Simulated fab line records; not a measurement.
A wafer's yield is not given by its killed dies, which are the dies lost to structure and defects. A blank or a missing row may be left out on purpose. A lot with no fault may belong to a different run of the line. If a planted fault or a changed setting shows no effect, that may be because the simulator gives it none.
Chamber matching | flow n5_finfet | rie_diel-01 running N5_BEOL_M7_DESCUM_33: 4 sister chambers
The step chemistry O2, time 7 s. 8 wafers are shown with their chamber, then 7 later ones without.

## WAFERS PAIRED WITH THEIR CHAMBERS
wafer  | chamber | showerhead_plenum_p_Torr (Torr) | throttle_valve_pct (%)
L075.5 | 3       | 2.16                            | 20.12
L086.2 | 0       | 2.23                            | 20.47
L086.3 | 2       | 2.04                            | 20.31
L085.1 | 2       | 2.04                            | 20.31
L085.4 | 0       | 2.23                            | 20.46
L085.6 | 1       | 1.98                            | 20.81
L088.1 | 1       | 1.97                            | 20.82
L088.3 | 3       | 2.15                            | 20.14

## WAFERS WITHOUT THEIR CHAMBER
wafer  | showerhead_plenum_p_Torr (Torr) | throttle_valve_pct (%)
L088.5 | 2.04                            | 20.31
L090.1 | 1.97                            | 20.83
L090.2 | 2.22                            | 20.47
L090.6 | 2.15                            | 20.15
L091.2 | 2.22                            | 20.47
L091.3 | 1.97                            | 20.84
L091.4 | 2.15                            | 20.16

## THE CHAMBER EACH PASSED THROUGH
wafer  | from the rows above | in truth
L088.5 | 2                   | 2
L090.1 | 1                   | 1
L090.2 | 0                   | 0
L090.6 | 3                   | 3
L091.2 | 0                   | 0
L091.3 | 1                   | 1
L091.4 | 3                   | 3
Correct placement for 7 of the 7. Left unplaced by these rows: 0. 0 placed wrongly.
How it was worked out, from the rows above alone: a wafer's distance from a chamber is the root of the sum, over the readings, of the square of ((its reading less the chamber's mean) divided by the reading's scatter). The wafer belongs to the nearest chamber; if the next one is less than 2 further off, it can't be placed. The mean given for a chamber averages the wafers shown for that chamber. The scatter is the square root of a quotient: the sum, over the shown wafers, of each reading's squared deviation from its chamber's mean, divided by wafers minus chambers.
